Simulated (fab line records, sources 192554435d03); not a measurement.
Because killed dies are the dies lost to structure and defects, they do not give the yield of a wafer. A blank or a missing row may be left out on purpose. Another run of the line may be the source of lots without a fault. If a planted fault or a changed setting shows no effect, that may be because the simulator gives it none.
fab line records    flow n5-finfet
record: lots: 7  wafers: 21
route steps=1938 shown SDB@350 MOL_CONTACT_COAG@523 BEOL_M0_SAQP@672 BEOL_M0@715 BEOL_M1@770
start-h: hours from the record's opening day to when the first of the lot's shown wafers began    wait-h: how many hours have passed since the lot's step before this one    " unchanged from the row above    L1.1+2: several wafers, shown together as one row    - no value present, or no start provided    * or withheld: withheld    < > ~ a bound
route shown NAME@n: a module of which the file shows steps, and the number in the route of the first    usual: the fault-free wafers' mean and standard deviation    same: alike in all rows    chamber/n: place in a boat    sites: per-site readings    _std_site: how widely they spread, as a standard deviation    _edge_site: mean of outer sites minus mean of inner sites    radius-mm: how far each site lies from the wafer's centre    mask NAME#n: copy n    behind: the tool/chamber that last shaped the wafer    hold: reason for holding the lot/hours on hold/outcome of the hold    device: the transistor (n, p or np) that didn't switch    end of line: the route-end tests of the same wafers    a step given without rows: its recipe and nothing more    killed: dies lost to structure and defects at the first sort, not the wafer's yield    map: the dies of a wafer, with x for killed, . for not killed, _ for no die there
set.NAME: the setting that was run; set.NAME@STEP: the one run at that earlier step    model.NAME: the simulator's own value behind a step, which no gauge read
lots run with intentionally changed settings; tables by step, rows by wafer
== steps ==
step: N5_SDB_COAT_05
recipe: resist: CAR-ArF  spin-rpm: 1500  resist-thk-nm: 90
lot.wafer   tool            chamber  start-h  wait-h  set.spin-rpm  model.CAR-ArF_of_SDB_COAT_05.thk-nm
L074.3      litho-track-03  0        -        -       1500          90.2
L074.4+6    "               0        "        "       1500          90
L078.3      litho-track-02  0        -        -       1500          90
L078.4      "               0        "        "       1340          94.8
L078.5      "               0        "        "       1500          89.8
L080.1+5    litho-track-01  0        -        -       1500          90.2
L080.6      "               0        "        "       1500          90.4
L083.1      litho-track-02  0        -        -       1664          85.6
L083.4      "               0        "        "       1500          90.4
L083.5      "               0        "        "       1500          90
L084.3+4+5  litho-track-01  0        -        -       1500          90
L093.2      litho-track-02  0        -        -       1500          90.2
L093.4      "               0        "        "       1368          94
L093.6      "               0        "        "       1368          94.2
L094.2+6    litho-track-01  0        -        -       1412          92.4
L094.5      "               0        "        "       1500          89.8
step: N5_SDB_EBR_07
recipe: solvent: PGMEA  ebr-width-mm: 1.5
step: N5_SDB_SOFTBAKE_06
recipe: temp-c: 110  time-s: 60  resist: CAR-ArF
step: N5_SDB_DESCUM_16
recipe: chemistry: O2  time-s: 7.9  source-power-w: 50  bias-power-w: 20  pressure-mtorr: 20  rf-frequency-hz: 2.712e+07  temp-c: 40  resist: CAR-ArF  o2-flow-sccm: 225
lot.wafer  tool         chamber  start-h  wait-h  set.spin-rpm@SDB_COAT_05  model.CAR-ArF_of_SDB_COAT_05.thk-nm
L074.3     rie-diel-03  0        70.74    0.0     1500                      83.8
L074.4+6   "            3        "        "       1500                      83.4
L078.3     rie-diel-02  3        90.41    0.6     1500                      83.4
L078.4     "            0        "        "       1340                      88.2
L078.5     "            0        "        "       1500                      83.2
L080.1+5   rie-diel-01  2,1      101.70   0.1     1500                      83.6
L080.6     "            0        "        "       1500                      83.8
L083.1     rie-diel-03  2        120.09   0.0     1664                      79
L083.4     "            0        "        "       1500                      84
L083.5     "            1        "        "       1500                      83.4
L084.3+5   rie-diel-02  1,0      131.35   0.0     1500                      83.4
L084.4     "            3        "        "       1500                      83.6
L093.2     rie-diel-02  0        180.86   0.0     1500                      83.6
L093.4+6   "            3,2      "        "       1368                      87.6
L094.2     rie-diel-02  3        190.93   0.0     1412                      86
L094.5     "            2        "        "       1500                      83.2
L094.6     "            1        "        "       1412                      85.8
step: N5_MOL_CONTACT_COAG_EXPOSE_05
recipe: mask-id: CA  na: 0.33  source-shape: annular  sigma-inner: 0.4  sigma-outer: 0.8  polarization: unpolarized  defocus-nm: 0  dose-mj: 38.25
lot.wafer   tool            chamber  start-h  wait-h  mask  set.dose-mj
L074.3+4    euv-scanner-01  0        93.05    -       CA#0  38.25
L074.6      "               0        "        "       CA#0  35.75
L078.3+4    euv-scanner-02  0        112.30   -       CA#0  38.25
L078.5      "               0        "        "       CA#0  40.49
L080.1+5+6  euv-scanner-02  0        122.77   -       CA#0  38.25
L083.1      euv-scanner-02  0        141.33   -       CA#0  38.25
L083.4+5    "               0        "        "       CA#0  39.49
L084.3      euv-scanner-01  0        154.16   -       CA#0  35.65
L084.4+5    "               0        "        "       CA#0  38.25
L093.2+6    euv-scanner-01  0        202.02   -       CA#0  38.25
L093.4      "               0        "        "       CA#0  37.04
L094.2+6    euv-scanner-01  0        211.90   -       CA#0  38.25
L094.5      "               0        "        "       CA#0  35.71
step: N5_MOL_CONTACT_COAG_PEB_06
recipe: peb-temp-c: 100  peb-time-s: 60  resist: CAR-EUV
step: N5_MOL_CONTACT_COAG_DEVELOP_07
recipe: develop-time-s: 30  developer: TMAH  resist: CAR-EUV  rinse-liquid: surfactant-rinse  dry: air-spin  dev-temp-c: 23
step: N5_MOL_CONTACT_COAG_CD_MEAS_08
recipe: target-cd-nm: 28  landing-energy-ev: 500  detector: se-inlens  polarity: opening
usual: cd-nm: 28.02/0.25
lot.wafer  tool       chamber  start-h  wait-h  set.dose-mj@MOL_CONTACT_COAG_EXPOSE_05  cd-nm
L074.3     cd-sem-01  0        93.17    -       38.25                                   28.22
L074.4     "          0        "        "       38.25                                   28.10
L074.6     "          0        "        "       35.75                                   26.61
L078.3     cd-sem-01  0        112.42   -       38.25                                   27.65
L078.4     "          0        "        "       38.25                                   27.87
L078.5     "          0        "        "       40.49                                   29.19
L080.1     cd-sem-03  0        122.90   -       38.25                                   27.59
L080.5     "          0        "        "       38.25                                   27.99
L080.6     "          0        "        "       38.25                                   28.01
L083.1     cd-sem-02  0        141.46   -       38.25                                   28.41
L083.4     "          0        "        "       39.49                                   28.54
L083.5     "          0        "        "       39.49                                   28.79
L084.3     cd-sem-03  0        154.27   -       35.65                                   26.22
L084.4     "          0        "        "       38.25                                   28.55
L084.5     "          0        "        "       38.25                                   27.47
L093.2     cd-sem-01  0        202.14   -       38.25                                   27.90
L093.4     "          0        "        "       37.04                                   27.23
L093.6     "          0        "        "       38.25                                   28.10
L094.2     cd-sem-02  0        212.02   -       38.25                                   27.79
L094.5     "          0        "        "       35.71                                   26.41
L094.6     "          0        "        "       38.25                                   27.87
step: N5_MOL_CONTACT_COAG_DESCUM_13
recipe: chemistry: O2  time-s: 7  source-power-w: 50  bias-power-w: 20  pressure-mtorr: 20  rf-frequency-hz: 2.712e+07  temp-c: 40  resist: CAR-EUV  o2-flow-sccm: 225
step: N5_MOL_CONTACT_COAG_ETCH_59
recipe: chemistry: N2/H2  target: underlayer  target-depth-a: 130  mask-material: CAR-EUV  time-s: 10.4  ion-energy-ev: 200  pressure-mtorr: 30  source-w: 840  bias-w: 150  n2-flow-sccm: 200  h2-flow-sccm: 200  ends: cleared
lot.wafer   tool         chamber  start-h  wait-h  set.dose-mj@MOL_CONTACT_COAG_EXPOSE_05  model.MOL_CONTACT_COAG.cd-offset-nm
L074.3+4    rie-diel-03  1,3      93.32    0.0     38.25                                   0
L074.6      "            0        "        "       35.75                                   -1.2
L078.3+4    rie-diel-02  0,3      112.67   0.0     38.25                                   0.2
L078.5      "            0        "        "       40.49                                   1.4
L080.1+5+6  rie-diel-03  1,0,1    123.05   0.0     38.25                                   -0.2
L083.1      rie-diel-03  1        142.26   0.0     38.25                                   0
L083.4      "            3        "        "       39.49                                   0.8
L083.5      "            1        "        "       39.49                                   0.6
L084.3      rie-diel-01  1        154.46   0.0     35.65                                   -1.8
L084.4+5    "            2,3      "        "       38.25                                   -0.2
L093.2      rie-diel-02  2        202.60   0.0     38.25                                   0
L093.4      "            0        "        "       37.04                                   -0.6
L093.6      "            2        "        "       38.25                                   0.2
L094.2      rie-diel-01  0        212.18   0.0     38.25                                   0
L094.5      "            2        "        "       35.71                                   -1.6
L094.6      "            3        "        "       38.25                                   -0.2
step: N5_MOL_CONTACT_COAG_ETCH_105
recipe: chemistry: CF4  target: SiARC  target-depth-a: 156  mask-material: CAR-EUV  time-s: 26  ion-energy-ev: 80  pressure-mtorr: 40  source-w: 545  bias-w: 36  Ar_flow_sccm: 100  cf4-flow-sccm: 100  ends: cleared
step: N5_MOL_CONTACT_COAG_ETCH_106
recipe: chemistry: N2/H2  target: SOC  target-depth-a: 800  overetch-a: 160  mask-material: SiARC  temp-c: 40  time-s: 120  ion-energy-ev: 200  pressure-mtorr: 30  source-w: 840  bias-w: 150  n2-flow-sccm: 200  h2-flow-sccm: 200
lot.wafer  tool         chamber  start-h  wait-h  set.dose-mj@MOL_CONTACT_COAG_EXPOSE_05  model.MOL_CONTACT_COAG.cd-offset-nm
L074.3+4   rie-diel-03  1,3      93.37    0.0     38.25                                   -0.2
L074.6     "            0        "        "       35.75                                   -1.6
L078.3+4   rie-diel-02  0,3      112.72   0.0     38.25                                   0.2
L078.5     "            0        "        "       40.49                                   1.4
L080.1+6   rie-diel-03  1        123.10   0.0     38.25                                   -0.4
L080.5     "            0        "        "       38.25                                   -0.2
L083.1     rie-diel-03  1        142.31   0.0     38.25                                   0
L083.4     "            3        "        "       39.49                                   0.6
L083.5     "            1        "        "       39.49                                   0.8
L084.3     rie-diel-01  1        154.51   0.0     35.65                                   -1.8
L084.4     "            2        "        "       38.25                                   -0.2
L084.5     "            3        "        "       38.25                                   0
L093.2     rie-diel-02  2        202.64   0.0     38.25                                   0.4
L093.4     "            0        "        "       37.04                                   -0.6
L093.6     "            2        "        "       38.25                                   0.2
L094.2     rie-diel-01  0        212.23   0.0     38.25                                   0.4
L094.5     "            2        "        "       35.71                                   -1.6
L094.6     "            3        "        "       38.25                                   -0.2
step: N5_MOL_CONTACT_COAG_ETCH_15
recipe: chemistry: CH3F/O2  target: SiNx  target-depth-a: 70  mask-material: SOC  stop-on: Si:P  over-etch-frac: 0.75  ion-energy-ev: 120  pressure-mtorr: 30  source-w: 395  bias-w: 73  Ar_flow_sccm: 150  CH3F_flow_sccm: 30  O2_flow_sccm: 20
usual: rf-vpp-V: 297/3.2
lot.wafer  tool         chamber  start-h  wait-h  set.source-w  rf-vpp-V
L074.3     rie-diel-03  1        93.51    0.0     395           297
L074.4     "            3        "        "       328           323
L074.6     "            0        "        "       328           325
L078.3     rie-diel-02  0        112.85   0.0     347.6         315
L078.4     "            3        "        "       347.6         318
L078.5     "            0        "        "       395           294
L080.1     rie-diel-03  1        123.24   0.0     395           299
L080.5     "            0        "        "       395           300
L080.6     "            1        "        "       395           298
L083.1     rie-diel-03  1        142.44   0.0     395           299
L083.4     "            3        "        "       335.6         317
L083.5     "            1        "        "       335.6         321
L084.3     rie-diel-01  1        154.65   0.0     395           294
L084.4     "            2        "        "       395           290
L084.5     "            3        "        "       395           300
L093.2     rie-diel-02  2        202.78   0.0     395           295
L093.4     "            0        "        "       329.2         322
L093.6     "            2        "        "       329.2         320
L094.2     rie-diel-01  0        212.36   0.0     395           295
L094.5     "            2        "        "       395           291
L094.6     "            3        "        "       395           301
step: N5_MOL_CONTACT_COAG_ETCH_110
recipe: chemistry: CF4/O2  target: Si  target-depth-a: 25  time-s: 8  pressure-mtorr: 100  source-w: 200  bias-w: 12  ion-energy-ev: 60  Ar_flow_sccm: 100  cf4-flow-sccm: 100  O2_flow_sccm: 10
lot.wafer  tool         chamber  start-h  wait-h  set.dose-mj@MOL_CONTACT_COAG_EXPOSE_05  model.MOL_CONTACT_COAG.cd-offset-nm
L074.3     rie-diel-03  1        93.57    0.0     38.25                                   -0.2
L074.4     "            3        "        "       38.25                                   -0.4
L074.6     "            0        "        "       35.75                                   -1.8
L078.3     rie-diel-02  0        112.91   0.0     38.25                                   0.2
L078.4     "            3        "        "       38.25                                   0
L078.5     "            0        "        "       40.49                                   1.6
L080.1+5   rie-diel-03  1,0      123.30   0.0     38.25                                   -0.4
L080.6     "            1        "        "       38.25                                   -0.2
L083.1     rie-diel-03  1        142.50   0.0     38.25                                   0
L083.4     "            3        "        "       39.49                                   0.6
L083.5     "            1        "        "       39.49                                   0.8
L084.3     rie-diel-01  1        154.71   0.0     35.65                                   -1.8
L084.4     "            2        "        "       38.25                                   -0.2
L084.5     "            3        "        "       38.25                                   0
L093.2     rie-diel-02  2        202.84   0.0     38.25                                   0.4
L093.4     "            0        "        "       37.04                                   -0.6
L093.6     "            2        "        "       38.25                                   0.2
L094.2     rie-diel-01  0        212.42   0.0     38.25                                   0.4
L094.5     "            2        "        "       35.71                                   -1.6
L094.6     "            3        "        "       38.25                                   0
step: N5_MOL_CONTACT_COAG_STRIP_98
recipe: chemistry: N2/H2  power-w: 500  temp-c: 40  pressure-mtorr: 50  rf-frequency-hz: 6e+07  overash-fraction: 0.3  bias-power-w: 8  h2-frac: 0.5  n2-flow-sccm: 300  h2-flow-sccm: 300
step: N5_MOL_CONTACT_COAG_CD_MEAS_99
recipe: target-cd-nm: 17.2  polarity: opening
usual: cd-nm: 17.2/0.33
lot.wafer  tool       chamber  start-h  wait-h  set.dose-mj@MOL_CONTACT_COAG_EXPOSE_05  cd-nm
L074.3     cd-sem-01  -        93.69    -       38.25                                   16.8
L074.4     "          -        "        "       38.25                                   16.6
L074.6     "          -        "        "       35.75                                   15.8
L078.3     cd-sem-01  -        113.04   -       38.25                                   17.7
L078.4     "          -        "        "       38.25                                   17.1
L078.5     "          -        "        "       40.49                                   18.4
L080.1     cd-sem-02  -        123.42   -       38.25                                   17.2
L080.5     "          -        "        "       38.25                                   17.0
L080.6     "          -        "        "       38.25                                   17.3
L083.1     cd-sem-01  -        142.62   -       38.25                                   17.4
L083.4     "          -        "        "       39.49                                   17.9
L083.5     "          -        "        "       39.49                                   18.4
L084.3     cd-sem-01  -        154.83   -       35.65                                   15.6
L084.4     "          -        "        "       38.25                                   17.2
L084.5     "          -        "        "       38.25                                   17.4
L093.2     cd-sem-02  -        202.96   -       38.25                                   17.8
L093.4     "          -        "        "       37.04                                   16.6
L093.6     "          -        "        "       38.25                                   17.8
L094.2     cd-sem-01  -        212.54   -       38.25                                   18.2
L094.5     "          -        "        "       35.71                                   15.4
L094.6     "          -        "        "       38.25                                   17.4
step: N5_MOL_CONTACT_COAG_ALD_133
recipe: material: SiO2  target-thk-a: 50  temp-c: 100  ald-precursor-family: BDEAS  ald-co-reactant: O2-plasma  pulse-time-s: 1  co-reactant-pulse-time-s: 1  purge-time-s: 2  co-reactant-purge-time-s: 2  ald-cycles: 35  pressure-torr: 2
lot.wafer   tool        chamber  start-h  wait-h  set.ald-cycles  model.SiO2_of_MOL_CONTACT_COAG_ALD_133.thk-nm
L074.3+4    ald-sin-01  3,1      105.34   0.4     38              5.4
L074.6      "           2        "        "       35              5
L078.3+4+5  ald-sin-01  1,3,1    127.76   0.1     35              5
L080.1+5+6  ald-sin-01  2,1,0    134.85   0.4     35              5
L083.1+4+5  ald-sin-03  1,3,3    153.83   0.2     35              5
L084.3+5    ald-sin-03  2,3      168.51   0.1     35              5
L084.4      "           1        "        "       31              4.4
L093.2      ald-sin-01  2        215.28   0.3     37              5.4
L093.4      "           3        "        "       35              5
L093.6      "           3        "        "       37              5.2
L094.2+5+6  ald-sin-03  3,0,3    223.52   0.1     35              5
step: N5_MOL_CONTACT_COAG_ETCH_124
recipe: chemistry: CH3F/O2  target: SiNx  target-depth-a: 65  mask-material: SOC  stop-on: SiOC  over-etch-frac: 0.3  ion-energy-ev: 120  pressure-mtorr: 30  source-w: 395  bias-w: 73  Ar_flow_sccm: 150  CH3F_flow_sccm: 30  O2_flow_sccm: 20  ends: end-point
usual: rf-vpp-V: 296/3.2
lot.wafer  tool         chamber  start-h  wait-h  set.bias-w  rf-vpp-V
L074.3     rie-diel-02  2        105.70   0.0     73          295
L074.4     "            0        "        "       73          296
L074.6     "            3        "        "       73          299
L078.3     rie-diel-02  1        128.22   0.0     73          296
L078.4     "            3        "        "       73          300
L078.5     "            1        "        "       61.09       257
L080.1     rie-diel-01  0        135.21   0.0     73          293
L080.5     "            0        "        "       73          293
L080.6     "            3        "        "       73          301
L083.1     rie-diel-01  2        154.28   0.0     73          290
L083.4     "            2        "        "       67.32       272
L083.5     "            1        "        "       73          292
L084.3     rie-diel-02  3        168.92   0.0     60.1        258
L084.4     "            1        "        "       60.1        253
L084.5     "            3        "        "       73          300
L093.2     rie-diel-01  3        215.70   0.0     77.74       313
L093.4     "            1        "        "       73          294
L093.6     "            1        "        "       77.74       306
L094.2     rie-diel-03  0        223.89   0.0     73          296
L094.5     "            1        "        "       73          298
L094.6     "            0        "        "       73          299
step: N5_BEOL_M0_SAQP_ETCH_106
recipe: chemistry: N2/H2  target: SOC  target-depth-a: 1500  stop-on: SiNx  ion-energy-ev: 100  bias-w: 61  pressure-mtorr: 30  source-w: 850  n2-flow-sccm: 200  h2-flow-sccm: 200
lot.wafer  tool         chamber  start-h  wait-h  set.target-depth-a  model.SOC_of_BEOL_M0_SAQP_COAT_105.thk-nm
L074.3     rie-diel-06  0        116.14   -       1500                24.4
L074.4     "            2        "        "       1500                24.8
L074.6     "            1        "        "       1500                25.4
L078.3     rie-diel-05  2        138.70   -       1364                32.4
L078.4     "            0        "        "       1500                27.4
L078.5     "            0        "        "       1500                27.2
L080.1     rie-diel-05  3        143.33   -       1500                24.4
L080.5     "            0        "        "       1500                25.8
L080.6     "            1        "        "       1500                23.8
L083.1     rie-diel-05  1        163.78   -       1500                22.8
L083.4     "            3        "        "       1500                24
L083.5     "            1        "        "       1664                15.4
L084.3     rie-diel-04  2        180.90   -       1500                22.6
L084.4     "            1        "        "       1500                23.8
L084.5     "            1        "        "       1500                24
L093.2     rie-diel-06  1        225.14   -       1564                22
L093.4     "            2        "        "       1500                24.6
L093.6     "            1        "        "       1500                25.4
L094.2     rie-diel-04  3        232.26   -       1500                24.4
L094.5     "            3        "        "       1448                26.4
L094.6     "            0        "        "       1448                25
step: N5_BEOL_M0_SAQP_ETCH_107
recipe: chemistry: CH3F/O2  target: SiNx  target-depth-a: 300  mask-material: SOC  pressure-mtorr: 30  source-w: 395  bias-w: 73  Ar_flow_sccm: 150  CH3F_flow_sccm: 30  O2_flow_sccm: 20  ion-energy-ev: 120
lot.wafer  tool         chamber  start-h  wait-h  set.target-depth-a@BEOL_M0_SAQP_ETCH_106  model.SOC_of_BEOL_M0_SAQP_COAT_105.thk-nm
L074.3     rie-diel-06  0        116.20   0.0     1500                                      13.4
L074.4     "            2        "        "       1500                                      14
L074.6     "            1        "        "       1500                                      14.6
L078.3     rie-diel-05  2        138.76   0.0     1364                                      21.4
L078.4+5   "            0        "        "       1500                                      16.8
L080.1     rie-diel-05  3        143.39   0.0     1500                                      13.6
L080.5     "            0        "        "       1500                                      15.2
L080.6     "            1        "        "       1500                                      13
L083.1     rie-diel-05  1        163.84   0.0     1500                                      12
L083.4     "            3        "        "       1500                                      13.2
L083.5     "            1        "        "       1664                                      4.6
L084.3     rie-diel-04  2        180.96   0.0     1500                                      11.4
L084.4+5   "            1        "        "       1500                                      13
L093.2     rie-diel-06  1        225.20   0.0     1564                                      11.2
L093.4     "            2        "        "       1500                                      13.8
L093.6     "            1        "        "       1500                                      14.6
L094.2     rie-diel-04  3        232.32   0.0     1500                                      13.6
L094.5     "            3        "        "       1448                                      15.6
L094.6     "            0        "        "       1448                                      13.8
step: N5_BEOL_M0_ETCH_138
recipe: chemistry: CH3F/O2  target-depth-a: 120  target: SiCN  time-s: 31.6  ion-energy-ev: 120  pressure-mtorr: 30  source-w: 395  bias-w: 75  Ar_flow_sccm: 150  CH3F_flow_sccm: 30  O2_flow_sccm: 20  ends: cleared
usual: rf-vpp-V: 297.3/1.5
lot.wafer  tool         chamber  start-h  wait-h  set.bias-w  rf-vpp-V
L074.3     rie-diel-01  0        119.35   0.0     75          299.1
L074.4     "            2        "        "       75          297.3
L074.6     "            2        "        "       75          296.6
L078.3     rie-diel-01  2        142.47   0.0     75          297.5
L078.4     "            1        "        "       82.42       316.2
L078.5     "            0        "        "       75          298.8
L080.1     rie-diel-01  1        146.65   0.0     75          298.6
L080.5     "            1        "        "       75          295.0
L080.6     "            2        "        "       75          297.5
L083.1     rie-diel-02  0        166.92   0.0     84.59       320.7
L083.4     "            2        "        "       75          298.3
L083.5     "            1        "        "       84.59       319.2
L084.3     rie-diel-02  2        184.81   0.0     84.72       322.5
L084.4     "            3        "        "       75          298.6
L084.5     "            0        "        "       84.72       321.4
L093.2     rie-diel-03  1        228.66   0.0     71.33       289.5
L093.4     "            0        "        "       75          297.1
L093.6     "            2        "        "       71.33       286.6
L094.2     rie-diel-03  1        235.48   0.0     69.63       284.5
L094.5     "            3        "        "       75          297.0
L094.6     "            0        "        "       75          297.0
step: N5_BEOL_M1_ETCH_64
recipe: chemistry: N2/H2  target: SOC  target-depth-a: 750  overetch-a: 150  mask-material: SiARC  temp-c: 40  time-s: 112.5  ion-energy-ev: 200  pressure-mtorr: 30  source-w: 840  bias-w: 150  n2-flow-sccm: 200  h2-flow-sccm: 200
usual: rf-vpp-V: 523.5/2.3
lot.wafer  tool         chamber  start-h  wait-h  set.bias-w  rf-vpp-V  model.SiARC_of_BEOL_M1_COAT_62.thk-nm
L074.3     rie-diel-04  2        127.53   0.0     173.4       572.6     6
L074.4     "            1        "        "       173.4       576.2     5.8
L074.6     "            2        "        "       150         524.1     6.8
L078.3     rie-diel-06  1        148.74   0.0     150         518.3     7
L078.4     "            3        "        "       150         526.1     6.8
L078.5     "            1        "        "       150         521.2     7
L080.1     rie-diel-06  0        151.89   0.0     150         525.3     6.6
L080.5     "            1        "        "       150         521.0     6.8
L080.6     "            2        "        "       150         526.0     6.8
L083.1     rie-diel-05  3        173.53   0.0     150         523.1     6.8
L083.4     "            1        "        "       165.6       553.4     6
L083.5     "            1        "        "       150         521.3     6.8
L084.3     rie-diel-05  3        192.23   0.0     150         521.7     6.8
L084.4     "            0        "        "       150         526.6     7
L084.5     "            2        "        "       150         524.4     7
L093.2     rie-diel-05  0        235.93   0.0     169.4       567.3     6.2
L093.4     "            3        "        "       169.4       564.0     6
L093.6     "            0        "        "       150         525.4     7
L094.2     rie-diel-04  2        245.30   0.0     150         521.2     6.8
L094.5     "            2        "        "       150         522.9     6.8
L094.6     "            3        "        "       170.9       569.7     6.2
== key ==
split: step: N5_SDB_COAT_05  setting: spin-rpm  stated: 1500  by: wafer
response: step: N5_SDB_COAT_05  reading: model.CAR-ArF_of_SDB_COAT_05.thk-nm  change: -0.441  per: 1%  r: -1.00
response: step: N5_SDB_DESCUM_16  reading: model.CAR-ArF_of_SDB_COAT_05.thk-nm  change: -0.448  per: 1%  r: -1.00
split: step: N5_MOL_CONTACT_COAG_EXPOSE_05  setting: dose-mj  stated: 38.25  by: wafer
response: step: N5_MOL_CONTACT_COAG_CD_MEAS_08  reading: cd-nm  change: +0.231  per: 1%  r: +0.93
response: step: N5_MOL_CONTACT_COAG_ETCH_59  reading: model.MOL_CONTACT_COAG.cd-offset-nm  change: +0.214  per: 1%  r: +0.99
response: step: N5_MOL_CONTACT_COAG_ETCH_106  reading: model.MOL_CONTACT_COAG.cd-offset-nm  change: +0.235  per: 1%  r: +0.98
response: step: N5_MOL_CONTACT_COAG_ETCH_110  reading: model.MOL_CONTACT_COAG.cd-offset-nm  change: +0.251  per: 1%  r: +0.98
response: step: N5_MOL_CONTACT_COAG_CD_MEAS_99  reading: cd-nm  change: +0.247  per: 1%  r: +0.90
split: step: N5_MOL_CONTACT_COAG_ETCH_15  setting: source-w  stated: 395  by: wafer
response: step: N5_MOL_CONTACT_COAG_ETCH_15  reading: rf-vpp-V  change: -1.58  per: 1%  r: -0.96
split: step: N5_MOL_CONTACT_COAG_ALD_133  setting: ald-cycles  stated: 35  by: wafer
response: step: N5_MOL_CONTACT_COAG_ALD_133  reading: model.SiO2_of_MOL_CONTACT_COAG_ALD_133.thk-nm  change: +0.0507  per: 1%  r: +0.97
split: step: N5_MOL_CONTACT_COAG_ETCH_124  setting: bias-w  stated: 73  by: wafer
response: step: N5_MOL_CONTACT_COAG_ETCH_124  reading: rf-vpp-V  change: +2.5  per: 1%  r: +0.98
split: step: N5_BEOL_M0_SAQP_ETCH_106  setting: target-depth-a  stated: 1500  by: wafer
response: step: N5_BEOL_M0_SAQP_ETCH_106  reading: model.SOC_of_BEOL_M0_SAQP_COAT_105.thk-nm  change: -0.651  per: 1%  r: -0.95
response: step: N5_BEOL_M0_SAQP_ETCH_107  reading: model.SOC_of_BEOL_M0_SAQP_COAT_105.thk-nm  change: -0.628  per: 1%  r: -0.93
split: step: N5_BEOL_M0_ETCH_138  setting: bias-w  stated: 75  by: wafer
response: step: N5_BEOL_M0_ETCH_138  reading: rf-vpp-V  change: +1.77  per: 1%  r: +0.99
split: step: N5_BEOL_M1_ETCH_64  setting: bias-w  stated: 150  by: wafer
response: step: N5_BEOL_M1_ETCH_64  reading: rf-vpp-V  change: +3.22  per: 1%  r: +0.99
response: step: N5_BEOL_M1_ETCH_64  reading: model.SiARC_of_BEOL_M1_COAT_62.thk-nm  change: -0.0594  per: 1%  r: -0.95
